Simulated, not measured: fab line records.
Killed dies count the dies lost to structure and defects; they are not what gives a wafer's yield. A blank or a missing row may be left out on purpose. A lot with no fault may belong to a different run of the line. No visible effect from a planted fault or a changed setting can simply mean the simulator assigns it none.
2 desks, one fault	flow n5 finfet	what lay behind the numbers comes last; until then each desk has only its own

== AT THE METROLOGY DESK ==
Means of the sampled wafers that have a number, per lot and without regard to the tool the lot ran on: this is what the gauges read. A lot is out of limits, marked OUT, if its mean lies more than 4 standard deviations from the usual mean; the brackets give that distance.
Columns: A = cd nm at N5_FIN_SAQP_CD_MEAS_27, usual 20.26 nm
lot	first seen here	A
L253	day 2 00:22	20.49
L258	day 3 07:20	20.34
L259	day 3 13:13	20.21
L264	day 4 18:44	20.27
L265	day 5 01:56	20.21
L270	day 6 06:27	20.37
L275	day 7 12:11	20.13
This desk found nothing out of limits on any of the 7 lots.

== THE TOOL OWNER'S DESK: rie si-04 ==
The tool's own readings at N5_FIN_SAQP_ETCH_65 (etches SiO2 in CF4, target depth 4 nm, time 4.4 s): means of the sampled wafers that have a number, for each lot that ran on this tool. A lot is out of limits, marked OUT, if its mean lies more than 4 standard deviations from the usual mean; the brackets give that distance.
Columns: A = bias w at N5_FIN_SAQP_ETCH_65, usual 399.8 W; B = drypump motor current A at N5_FIN_SAQP_ETCH_65, usual 5.8 A; C = oes product au at N5_FIN_SAQP_ETCH_65, usual 0.995 a.u.; D = throttle valve pct at N5_FIN_SAQP_ETCH_65, usual 21.7 %
lot	first seen here	A	B	C	D
L253	day 2 00:31	398.6	6.0	0.996	22.0
L258	day 3 07:29	399.6	6.2	0.989	21.7
L259	day 3 13:26	399.4	5.8	1.110 (+5.2) OUT	21.9
L264	day 4 18:53	399.8	6.1	1.157 (+7.3) OUT	21.9
L265	day 5 02:05	398.4	5.5	1.173 (+8.1) OUT	21.7
This desk's finding: out of limits on L259, L264, L265; first on L259, day 3 13:26 (oes product au at N5_FIN_SAQP_ETCH_65). Within limits: L253, L258.

== TAKEN TOGETHER ==
The tool owner's desk had the chance to raise an alarm at day 3 13:26 on L259, L264, L265.
At the metrology desk, nothing out of limits was observed.
The metrology desk has L259, L264, L265 on record, within its limits.
The lots listed all ran N5_FIN_SAQP_ETCH_65 on rie si-04.

== WHAT HAD BEEN PUT IN BY THE SIMULATOR ==
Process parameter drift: rie si-04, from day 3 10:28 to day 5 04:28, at N5_FIN_SAQP_ETCH_65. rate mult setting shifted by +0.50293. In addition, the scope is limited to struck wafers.
Struck lots among those shown: L259, L264, L265.
Time in hours from fault onset to the first out-of-limits reading at each desk: the tool owner's desk, 3.
